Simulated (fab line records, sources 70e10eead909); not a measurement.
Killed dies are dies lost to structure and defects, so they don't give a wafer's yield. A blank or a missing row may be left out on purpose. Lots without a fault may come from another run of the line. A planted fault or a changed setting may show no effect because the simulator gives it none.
fab line records | flow nand_harc
record lots=24 wafers=72 last_day=33
route steps=1302 shown A_CHANNEL_HOLE_D2@583 A_CHANNEL_FILL_D2@613 A_STAIRCASE@639
lots that met no fault: from a run of the same line without faults
start_h: hours from the record's first day to the start of the lot's first wafer shown | wait_h: hours since the lot's step before | " the same as in the row above | L1.1+2: a row that stands for several wafers | - no value, or no start given | * or withheld: withheld | < > ~ a bound
route shown NAME@n: a module of which the file shows steps, and the number in the route of the first | usual: mean/standard deviation of fault-free wafers | same: alike in all rows | chamber/n: place in a boat | sites: the reading at each site | _std_site: their standard deviation | _edge_site: outer sites' mean less inner sites' | radius_mm: how far each site lies from the wafer's centre | mask NAME#n: copy n | behind: the tool/chamber that last shaped the wafer | hold: why the lot was held/for how many hours/how that ended | device: the transistor (n, p or np) that didn't switch | end of line: the same wafers' tests at the end of the route | a step without rows: its recipe alone | killed: dies lost to structure and defects at the first sort, not the wafer's yield | map: a wafer's dies, x killed, . not, _ none there
set.NAME: the setting as run; set.NAME@STEP: as run at that earlier step | model.NAME: the simulator's own value behind a step, which no gauge read
steps of the route over a sample of lots; a table a step, a row a wafer
services: from which hour (start_h, from the record's first day; less than 0 if before it) a tool's chamber was out of use, for how many hours, and why
## steps
# step NHARC_A_CHANNEL_HOLE_D2_OVL_MEAS_11
# usual overlay_x_nm=-0.4/0.67 overlay_y_nm=-0.2/0.9
# columns lot.wafer tool chamber start_h wait_h overlay_x_nm overlay_y_nm
L074.1 overlay-01 - 280.04 - 0.2 0.2
L074.2 " - " " 0.9 1.2
L074.4 " - " " 0.1 0.7
L075.1 overlay-01 - 297.81 - -0.9 0.2
L075.3 " - " " -0.7 -0.5
L075.6 " - " " -0.2 0.2
L077.4 overlay-02 - 318.11 - -0.4 -0.9
L077.5 " - " " -1.2 -0.6
L077.6 " - " " -0.7 -0.7
L076.1 overlay-01 - 318.34 - -0.1 0.8
L076.4 " - " " 0.0 1.5
L076.5 " - " " 0.1 1.0
L078.1 overlay-01 - 334.87 - 0.5 -1.3
L078.2 " - " " 0.4 -1.8
L078.6 " - " " 0.2 -1.8
L080.2 overlay-01 - 339.85 - -1.4 0.4
L080.3 " - " " -0.8 0.9
L080.5 " - " " -1.2 1.0
L079.1 overlay-01 - 340.81 - 0.3 -1.3
L079.4 " - " " -0.1 -0.7
L079.6 " - " " -0.1 -1.3
L081.2 overlay-02 - 364.55 - -1.1 -1.0
L081.3 " - " " -1.3 -0.8
L081.4 " - " " -1.5 -0.8
L082.3 overlay-01 - 368.56 - 0.1 -0.4
L082.4 " - " " 0.0 -1.2
L082.5 " - " " 0.1 -1.5
L083.3 overlay-01 - 378.49 - -0.8 -1.9
L083.4 " - " " -0.7 -1.8
L083.6 " - " " -0.4 -1.9
L084.1 overlay-01 - 393.32 - 0.3 2.0
L084.5 " - " " 0.3 0.8
L084.6 " - " " -0.4 1.0
L085.1 overlay-02 - 393.54 - -0.3 -0.1
L085.3 " - " " -0.4 -1.3
L085.4 " - " " -0.5 -0.7
L086.2 overlay-01 - 406.15 - 0.6 1.1
L086.5 " - " " 0.1 1.2
L086.6 " - " " 0.0 0.8
L087.1 overlay-01 - 414.64 - -0.9 0.8
L087.2 " - " " -1.3 -0.2
L087.6 " - " " -1.2 0.4
L088.1 overlay-02 - 441.90 - 1.6 0.6
L088.4 " - " " 0.8 0.6
L088.5 " - " " 1.2 0.7
L089.1 overlay-01 - 442.05 - -0.2 -0.1
L089.2 " - " " -0.4 0.2
L089.6 " - " " -0.5 0.0
L090.1 overlay-02 - 452.74 - -0.7 -0.2
L090.4 " - " " -1.1 -0.4
L090.6 " - " " -1.1 -0.6
L091.1 overlay-01 - 453.13 - -0.9 0.4
L091.2 " - " " -0.8 0.0
L091.4 " - " " -1.0 -0.5
L092.2 overlay-02 - 465.54 - -0.4 0.1
L092.4 " - " " -0.6 0.1
L092.6 " - " " -0.5 0.6
L093.1 overlay-01 - 489.42 - -0.9 -1.2
L093.2 " - " " -1.2 0.2
L093.5 " - " " -1.1 0.0
L094.1 overlay-01 - 490.38 - -1.7 0.9
L094.4 " - " " -1.9 -0.2
L094.5 " - " " -1.7 0.6
L095.2 overlay-01 - 502.88 - -1.0 -1.4
L095.4 " - " " -0.6 -2.0
L095.5 " - " " -0.8 -1.0
L096.2 overlay-01 - 511.06 - -0.2 -0.6
L096.4 " - " " -0.6 -0.2
L096.6 " - " " -0.4 0.0
L097.2 overlay-02 - 511.24 - -0.1 -1.1
L097.4 " - " " -0.3 -1.3
L097.6 " - " " -0.1 -1.0
# step NHARC_A_CHANNEL_HOLE_D2_ETCH_20
# recipe bias_v=3000 source_w=withheld pressure_mtorr=20 time_s=361.9 ar_flow_sccm=375 c4f8_flow_sccm=89.3 o2_flow_sccm=35.7 temp_c=-20 target_depth_a=16000 chemistry=C4F8/O2/Ar
# usual drypump_motor_current_A=6.0/0.42 showerhead_plenum_p_Torr=3.73/0.11 throttle_valve_pct=32.155/0.0088
# columns lot.wafer tool chamber start_h wait_h drypump_motor_current_A rf_hours_counter_h showerhead_plenum_p_Torr throttle_valve_pct
L074.2 har_etch-02 0 281.66 0.1 5.9 353 3.61 32.141
L074.1 " 1 " " 6.4 353 3.74 32.150
L074.4 " 0 " " 5.8 - 3.61 32.153
L075.1 har_etch-01 1 299.72 0.1 6.4 153 3.85 32.158
L075.3 " 1 " " 6.5 - 3.85 32.154
L075.6 " 0 " " 5.4 - 3.66 32.157
L077.4 har_etch-01 0 319.60 0.2 5.4 - 3.65 32.151
L077.5 " 0 " " 5.4 - 3.65 32.142
L077.6 " 1 " " 6.4 - 3.84 32.138
L076.1 har_etch-02 0 320.95 0.1 5.9 376 3.60 32.148
L076.4 " 0 " " 5.8 - 3.59 32.155
L076.5 " 1 " " 6.4 - 3.72 32.152
L078.2 har_etch-01 0 338.55 0.1 5.4 172 3.65 32.155
L078.1 " 1 " " 6.5 172 3.84 32.165
L078.6 " 1 " " 6.4 - 3.84 32.161
L080.2 har_etch-01 1 342.72 0.1 6.3 176 3.83 32.157
L080.3 " 1 " " 6.4 - 3.83 32.148
L080.5 " 1 " " 6.4 - 3.83 32.142
L079.1 har_etch-02 1 343.92 0.1 6.4 391 3.71 32.169
L079.4 " 0 " " 5.9 - 3.59 32.177
L079.6 " 0 " " 5.9 - 3.59 32.140
L081.2 har_etch-01 0 365.95 0.1 5.4 187 3.64 32.163
L081.4 " 0 " " 5.4 - 3.64 32.150
L081.3 " 1 " " 6.4 - 3.83 32.163
L082.4 har_etch-02 1 370.05 0.2 6.4 - 3.71 32.157
L082.3 " 0 " " 5.8 - 3.58 32.161
L082.5 " 1 " " 6.4 - 3.71 32.147
L083.3 har_etch-01 1 381.89 0.2 6.4 - 3.82 32.160
L083.4 " 0 " " 5.4 - 3.63 32.158
L083.6 " 0 " " 5.4 - 3.63 32.165
L084.1 har_etch-02 1 398.80 0.1 6.4 0 3.70 32.153
L084.5 " 1 " " 6.4 - 3.70 32.162
L084.6 " 0 " " 5.9 - 3.93 32.155
L085.1 har_etch-01 0 401.94 0.1 5.4 217 3.62 32.146
L085.3 " 0 " " 5.4 - 3.62 32.157
L085.4 " 1 " " 6.4 - 3.81 32.150
L086.2 har_etch-01 1 407.60 0.1 6.4 221 3.81 32.159
L086.6 " 0 " " 5.4 - 3.62 32.156
L086.5 " 1 " " 6.4 - 3.81 32.151
L087.2 har_etch-01 1 416.03 0.1 6.4 229 3.80 32.168
L087.1 " 0 " " 5.4 229 3.62 32.160
L087.6 " 1 " " 6.4 - 3.80 32.145
L088.1 har_etch-01 1 443.34 0.1 6.4 240 3.80 32.142
L088.4 " 0 " " 5.4 - 3.61 32.159
L088.5 " 0 " " 5.4 - 3.61 32.174
L089.2 har_etch-02 1 443.44 0.1 6.4 27 3.69 32.166
L089.1 " 0 " " 5.8 27 3.92 32.165
L089.6 " 0 " " 5.9 - 3.92 32.153
L090.1 har_etch-01 1 454.19 0.1 6.4 248 3.79 32.164
L090.4 " 1 " " 6.4 - 3.79 32.150
L090.6 " 0 " " 5.4 - 3.61 32.153
L091.1 har_etch-02 1 454.56 0.1 6.4 34 3.69 32.156
L091.2 " 0 " " 5.8 34 3.91 32.153
L091.4 " 1 " " 6.4 - 3.69 32.147
L092.2 har_etch-02 1 466.93 0.1 6.4 38 3.68 32.172
L092.4 " 0 " " 5.9 - 3.91 32.167
L092.6 " 0 " " 5.8 - 3.91 32.151
L093.1 har_etch-01 0 491.03 0.1 5.4 259 3.60 32.151
L093.2 " 1 " " 6.3 259 3.79 32.170
L093.5 " 0 " " 5.4 - 3.60 32.148
L094.1 har_etch-02 0 491.85 0.1 5.8 46 3.91 32.162
L094.4 " 0 " " 5.8 - 3.91 32.172
L094.5 " 0 " " 5.8 - 3.91 32.152
L095.2 har_etch-02 0 507.53 0.1 5.9 53 3.90 32.142
L095.4 " 1 " " 6.4 - 3.67 32.170
L095.5 " 0 " " 5.9 - 3.90 32.161
L096.2 har_etch-01 0 512.45 0.1 5.4 271 3.60 32.151
L096.4 " 0 " " 5.4 - 3.59 32.155
L096.6 " 1 " " 6.4 - 3.78 32.150
L097.2 har_etch-02 1 512.63 0.1 6.3 57 3.67 32.161
L097.4 " 1 " " 6.4 - 3.67 32.150
L097.6 " 0 " " 5.9 - 3.90 32.163
# step NHARC_A_CHANNEL_FILL_D2_ALD_03
# recipe target_thk_a=60 pulse_time_s=60 ald_cycles=58 temp_c=630 pressure_torr=2 material=SiNx
# usual precursor_pulse_height_rel=1.002/0.02
# columns lot.wafer tool chamber start_h wait_h precursor_pulse_height_rel
L074.1 ald_sin_batch-01 0 - - 0.988
L074.2 " 0 " " 0.994
L074.4 " 0 " " 1.024
L075.1 ald_sin_batch-03 0 - - 1.009
L075.3 " 0 " " 1.016
L075.6 " 0 " " 1.023
L076.1 ald_sin_batch-02 0 - - 0.969
L076.4 " 0 " " 1.024
L076.5 " 0 " " 0.987
L077.4 ald_sin_batch-02 0 - - 0.980
L077.5 " 0 " " 1.025
L077.6 " 0 " " 1.025
L078.1 ald_sin_batch-02 0 - - 1.010
L078.2 " 0 " " 0.984
L078.6 " 0 " " 1.020
L079.1 ald_sin_batch-01 0 - - 1.016
L079.4 " 0 " " 1.017
L079.6 " 0 " " 0.964
L080.2 ald_sin_batch-01 0 - - 0.976
L080.3 " 0 " " 1.049
L080.5 " 0 " " 1.003
L081.2 ald_sin_batch-03 0 - - 1.011
L081.3 " 0 " " 1.036
L081.4 " 0 " " 0.981
L082.3 ald_sin_batch-01 0 - - 0.940
L082.4 " 0 " " 1.008
L082.5 " 0 " " 0.998
L083.3 ald_sin_batch-03 0 - - 0.986
L083.4 " 0 " " 0.984
L083.6 " 0 " " 1.023
L084.1 ald_sin_batch-02 0 - - 1.028
L084.5 " 0 " " 0.999
L084.6 " 0 " " 0.978
L085.1 ald_sin_batch-03 0 - - 1.020
L085.3 " 0 " " 1.027
L085.4 " 0 " " 0.985
L086.2 ald_sin_batch-03 0 - - 0.974
L086.5 " 0 " " 1.034
L086.6 " 0 " " 1.023
L087.1 ald_sin_batch-02 0 - - 1.007
L087.2 " 0 " " 1.018
L087.6 " 0 " " 0.982
L088.1 ald_sin_batch-02 0 - - 1.021
L088.4 " 0 " " 1.006
L088.5 " 0 " " 1.008
L089.1 ald_sin_batch-02 0 - - 1.000
L089.2 " 0 " " 1.046
L089.6 " 0 " " 0.985
L090.1 ald_sin_batch-01 0 - - 0.982
L090.4 " 0 " " 0.997
L090.6 " 0 " " 1.002
L091.1 ald_sin_batch-01 0 - - 1.003
L091.2 " 0 " " 1.016
L091.4 " 0 " " 0.995
L092.2 ald_sin_batch-03 0 - - 0.997
L092.4 " 0 " " 1.024
L092.6 " 0 " " 0.967
L093.1 ald_sin_batch-02 0 - - 1.021
L093.2 " 0 " " 0.990
L093.5 " 0 " " 1.009
L094.1 ald_sin_batch-02 0 - - 0.980
L094.4 " 0 " " 1.001
L094.5 " 0 " " 1.017
L095.2 ald_sin_batch-03 0 - - 0.998
L095.4 " 0 " " 1.008
L095.5 " 0 " " 1.012
L096.2 ald_sin_batch-02 0 - - 0.979
L096.4 " 0 " " 1.033
L096.6 " 0 " " 1.017
L097.2 ald_sin_batch-02 0 - - 1.026
L097.4 " 0 " " 0.997
L097.6 " 0 " " 0.984
# step NHARC_A_CHANNEL_FILL_D2_ETCHBACK_20
# recipe target_depth_a=270 time_s=13.5 c4f8_flow_sccm=withheld o2_flow_sccm=8 ar_flow_sccm=withheld rf_w=600 bias_w=1500 chemistry=C4F8/O2/Ar
# usual oes_product_au=0.982/0.025 rf_vpp_V=980/5.4
# columns lot.wafer tool chamber start_h wait_h oes_product_au rf_hours_counter_h rf_vpp_V
L074.1 rie_diel-07 3 311.86 - 1.004 2.0 977
L074.2 " 1 " " 1.005 1.8 975
L074.4 " 3 " " 1.008 - 978
L075.3 rie_diel-13 1 331.94 - 0.977 3.8 986
L075.1 " 2 " " 0.988 3.8 975
L075.6 " 1 " " 0.984 - 986
L076.1 rie_diel-07 3 349.41 - 0.989 8.1 979
L076.4 " 0 " " 0.999 7.3 973
L076.5 " 3 " " 0.996 - 979
L077.4 rie_diel-07 2 349.45 - 0.992 7.9 980
L077.5 " 2 " " 0.993 - 979
L077.6 " 3 " " 0.993 - 978
L078.1 rie_diel-13 1 368.65 - 0.993 0.5 987
L078.2 " 3 " " 1.000 0.7 985
L078.6 " 1 " " 0.999 - 987
L080.2 rie_diel-13 1 372.86 - 1.003 0.6 986
L080.3 " 2 " " 1.005 0.8 976
L080.5 " 3 " " 1.007 - 985
L079.4 rie_diel-06 0 372.86 - 0.979 1.5 986
L079.1 " 1 " " 1.001 1.5 979
L079.6 " 2 " " 0.970 - 970
L081.2 rie_diel-13 3 396.97 - 1.013 1.5 986
L081.3 " 1 " " 1.005 1.4 988
L081.4 " 3 " " 0.993 - 986
L082.4 rie_diel-06 1 401.53 - 0.996 2.3 979
L082.3 " 2 " " 0.976 2.1 968
L082.5 " 1 " " 0.990 - 978
L083.4 rie_diel-06 0 412.12 - 0.986 2.4 985
L083.3 " 2 " " 0.984 2.3 970
L083.6 " 3 " " 0.986 - 978
L085.4 rie_diel-13 2 430.59 - 0.955 2.1 975
L085.3 " 0 " " 0.931 1.5 982
L085.1 " 1 " " 0.948 2.0 986
L084.1 rie_diel-06 0 430.60 - 0.979 2.6 986
L084.5 " 3 " " 0.988 - 978
L084.6 " 0 " " 0.983 - 986
L086.2 rie_diel-13 0 436.97 - 0.973 1.5 980
L086.5 " 1 " " 0.971 - 987
L086.6 " 2 " " 0.972 - 975
L087.1 rie_diel-06 2 446.57 - 0.948 2.7 969
L087.2 " 3 " " 0.955 2.4 978
L087.6 " 1 " " 0.952 - 980
L088.1 rie_diel-13 0 473.87 - 0.956 2.9 981
L088.4 " 2 " " 0.952 3.2 976
L088.5 " 3 " " 0.935 - 985
L089.2 rie_diel-06 0 473.88 - 0.991 4.1 986
L089.1 " 1 " " 1.008 4.5 981
L089.6 " 0 " " 0.987 - 987
L091.2 rie_diel-13 0 484.33 - 0.993 3.5 980
L091.4 " 1 " " 0.994 3.6 987
L091.1 " 3 " " 0.993 4.1 986
L090.1 rie_diel-07 2 484.33 - 1.003 0.4 980
L090.4 " 1 " " 1.004 0.4 974
L090.6 " 2 " " 0.997 - 980
L092.2 rie_diel-06 0 500.07 - 1.004 0.4 986
L092.4 " 1 " " 0.997 0.5 980
L092.6 " 0 " " 1.000 - 985
L094.1 rie_diel-06 2 521.21 - 0.932 1.1 969
L094.4 " 3 " " 0.939 0.9 978
L094.5 " 1 " " 0.926 - 980
L093.1 rie_diel-06 0 521.26 - 0.964 0.9 985
L093.2 " 1 " " 0.973 1.1 980
L093.5 " 3 " " 0.948 - 979
L095.4 rie_diel-06 3 537.55 - 1.008 1.3 978
L095.2 " 0 " " 1.002 1.2 986
L095.5 " 2 " " 1.002 - 969
L097.4 rie_diel-06 3 542.41 - 0.942 1.4 979
L097.2 " 2 " " 0.937 1.6 970
L097.6 " 0 " " 0.933 - 986
L096.4 rie_diel-13 2 542.43 - 1.018 0.6 975
L096.2 " 3 " " 1.003 0.6 986
L096.6 " 0 " " 1.010 - 979
# step NHARC_A_CHANNEL_FILL_D2_CMP_10
# recipe target_thk_nm=150
# usual motor_current_A=12.0/1.2 time_to_endpoint_s=15.7/2
# columns lot.wafer tool chamber start_h wait_h motor_current_A time_to_endpoint_s
L074.2 cmp-03 1 333.14 0.4 11.1 16.6
L074.4 " 3 " " 12.4 15.9
L074.1 " 0 " " 12.1 12.9
L075.1 cmp-02 2 357.04 0.4 14.2 14.2
L075.3 " 3 " " 11.5 14.6
L075.6 " 1 " " 12.9 15.7
L076.1 cmp-04 0 373.29 0.4 11.9 13.2
L076.4 " 2 " " 9.6 14.4
L076.5 " 3 " " 10.3 14.1
L077.4 cmp-02 1 373.41 0.5 13.6 18.3
L077.5 " 3 " " 11.8 19.4
L077.6 " 0 " " 13.9 17.4
L078.1 cmp-04 2 392.05 0.4 9.5 9.7
L078.2 " 0 " " 12.1 13.4
L078.6 " 2 " " 9.6 15.5
L080.3 cmp-04 2 396.15 0.4 10.3 14.8
L080.2 " 3 " " 10.0 11.9
L080.5 " 3 " " 9.6 12.9
L079.1 cmp-02 2 396.15 0.4 13.5 16.7
L079.4 " 3 " " 11.4 19.0
L079.6 " 3 " " 11.8 14.3
L081.2 cmp-02 3 420.25 0.4 12.2 17.5
L081.3 " 0 " " 13.8 17.7
L081.4 " 2 " " 13.8 16.9
L082.4 cmp-03 3 425.68 0.4 12.3 14.2
L082.3 " 0 " " 12.2 14.0
L082.5 " 3 " " 12.2 14.5
L083.4 cmp-04 2 434.76 0.4 8.9 17.1
L083.3 " 1 " " 12.1 14.5
L083.6 " 2 " " 10.0 14.5
L085.3 cmp-04 1 455.92 0.4 12.5 16.5
L085.4 " 2 " " 9.7 15.9
L085.1 " 3 " " 10.3 15.3
L084.1 cmp-03 0 455.97 0.4 12.7 11.7
L084.5 " 1 " " 11.2 16.2
L084.6 " 2 " " 11.2 16.8
L086.2 cmp-03 0 461.62 0.4 12.5 13.6
L086.5 " 3 " " 12.1 13.7
L086.6 " 0 " " 12.4 14.1
L087.2 cmp-03 0 469.33 0.4 12.2 17.8
L087.1 " 3 " " 12.6 16.9
L087.6 " 0 " " 12.7 15.7
L089.1 cmp-02 1 497.14 0.4 13.1 15.9
L089.2 " 2 " " 13.4 16.0
L089.6 " 1 " " 13.5 17.9
L088.4 cmp-03 0 497.17 0.4 12.6 14.1
L088.1 " 2 " " 11.8 16.2
L088.5 " 0 " " 11.2 12.7
L090.4 cmp-04 0 508.69 0.4 11.7 14.9
L090.1 " 3 " " 10.2 17.2
L090.6 " 0 " " 11.5 18.4
L091.4 cmp-03 0 508.69 0.4 12.3 15.9
L091.1 " 1 " " 11.8 16.2
L091.2 " 2 " " 11.5 18.0
L092.4 cmp-03 2 522.75 0.4 12.0 18.1
L092.2 " 3 " " 12.5 18.4
L092.6 " 3 " " 13.5 17.7
L093.2 cmp-02 0 544.51 0.4 13.4 16.9
L093.1 " 3 " " 11.0 17.0
L093.5 " 1 " " 14.0 17.2
L094.1 cmp-03 1 544.56 0.4 11.3 17.6
L094.4 " 2 " " 11.3 14.7
L094.5 " 3 " " 13.1 16.4
L095.2 cmp-02 1 560.65 0.4 12.9 17.1
L095.4 " 2 " " 13.0 14.9
L095.5 " 0 " " 13.6 14.8
L096.2 cmp-04 3 565.00 0.4 9.9 15.4
L096.4 " 1 " " 12.5 15.9
L096.6 " 3 " " 10.0 15.9
L097.2 cmp-03 1 565.05 0.4 12.2 16.6
L097.4 " 2 " " 11.0 12.8
L097.6 " 0 " " 12.2 15.5
# step NHARC_A_STAIRCASE_DEP_156
# recipe target_thk_a=500 temp_c=400 target_thk_nm=50 flow_sccm=200 rf_w=450 material=SiNx
# usual heater_power_outer_w=399/57 heater_power_w=676/89
# columns lot.wafer tool chamber start_h wait_h heater_power_outer_w heater_power_w
L074.1 pecvd-02 0 333.85 0.1 474 828
L074.2 " 1 " " 324 602
L074.4 " 0 " " 486 824
L075.3 pecvd-03 2 357.67 0.1 491 805
L075.1 " 1 " " 333 577
L075.6 " 2 " " 521 797
L076.1 pecvd-04 0 373.95 0.1 370 618
L076.4 " 1 " " 426 689
L076.5 " 2 " " 441 688
L077.6 pecvd-02 0 374.20 0.1 418 737
L077.4 " 1 " " 308 614
L077.5 " 2 " " 377 631
L078.2 pecvd-02 0 392.71 0.1 478 815
L078.1 " 1 " " 387 698
L078.6 " 2 " " 343 585
L079.1 pecvd-04 2 397.10 0.1 419 694
L079.6 " 2 " " 430 668
L079.4 " 0 " " 368 609
L080.2 pecvd-02 1 397.30 0.1 390 686
L080.3 " 2 " " 321 534
L080.5 " 0 " " 423 764
L081.3 pecvd-03 1 420.93 0.1 330 549
L081.2 " 2 " " 478 788
L081.4 " 1 " " 321 552
L082.3 pecvd-03 0 426.42 0.1 420 721
L082.4 " 1 " " 340 579
L082.5 " 2 " " 399 659
L083.3 pecvd-04 2 435.44 0.1 418 687
L083.6 " 2 " " 411 667
L083.4 " 0 " " 383 631
L085.1 pecvd-02 1 456.98 0.5 328 608
L085.3 " 0 " " 493 859
L085.4 " 0 " " 487 844
L084.1 pecvd-02 0 457.15 0.6 475 829
L084.5 " 0 " " 475 838
L084.6 " 1 " " 365 673
L086.2 pecvd-02 0 462.33 0.1 469 817
L086.6 " 1 " " 381 662
L086.5 " 2 " " 312 545
L087.2 pecvd-02 1 470.02 0.1 305 560
L087.1 " 0 " " 461 812
L087.6 " 1 " " 301 573
L089.2 pecvd-04 0 497.86 0.1 414 661
L089.1 " 1 " " 404 657
L089.6 " 2 " " 342 567
L088.1 pecvd-03 1 497.93 0.1 286 498
L088.4 " 0 " " 389 678
L088.5 " 1 " " 294 498
L091.2 pecvd-03 1 509.49 0.1 348 607
L091.1 " 2 " " 476 793
L091.4 " 2 " " 483 795
L090.1 pecvd-04 1 509.60 0.1 426 674
L090.6 " 2 " " 371 607
L090.4 " 0 " " 336 575
L092.2 pecvd-03 0 523.49 0.1 455 749
L092.6 " 1 " " 350 597
L092.4 " 0 " " 455 784
L093.2 pecvd-04 2 545.19 0.1 373 587
L093.1 " 1 " " 421 675
L093.5 " 1 " " 417 649
L094.1 pecvd-02 1 545.26 0.1 370 683
L094.5 " 2 " " 344 573
L094.4 " 0 " " 473 835
L095.2 pecvd-03 0 561.31 0.1 384 661
L095.5 " 0 " " 388 693
L095.4 " 2 " " 454 744
L097.2 pecvd-03 2 565.71 0.1 442 749
L097.4 " 1 " " 394 670
L097.6 " 0 " " 437 755
L096.2 pecvd-04 0 565.75 0.1 357 605
L096.4 " 1 " " 456 721
L096.6 " 2 " " 383 604
## services
# columns tool chamber start_h hours kind
cmp-03 - 260.00 4.0 pm
ald_sin_batch-02 - 266.90 26.0 pm
rie_diel-06 2 276.16 15.3 repair
cmp-03 - 286.45 1.7 repair
cmp-03 - 298.51 1.8 repair
rie_diel-06 - 307.21 9.0 pm
rie_diel-13 - 342.00 9.0 pm
har_etch-01 - 353.53 1.2 repair
cmp-03 - 358.00 4.0 pm
har_etch-02 - 367.14 1.8 repair
cmp-03 - 369.17 0.7 repair
cmp-03 - 372.50 1.0 repair
cmp-03 - 378.95 0.7 repair
har_etch-02 - 381.69 17.0 pm
rie_diel-13 0 388.47 21.6 repair
rie_diel-06 3 402.09 3.4 repair
pecvd-02 - 408.33 13.0 pm
ald_sin_batch-02 - 439.54 3.1 repair
cmp-03 - 456.04 4.0 pm
cmp-03 - 460.68 0.3 repair
rie_diel-06 - 484.21 9.0 pm
cmp-03 - 537.76 2.6 repair
rie_diel-06 2 547.28 3.2 repair
cmp-03 - 554.04 4.0 pm
## key
fault none
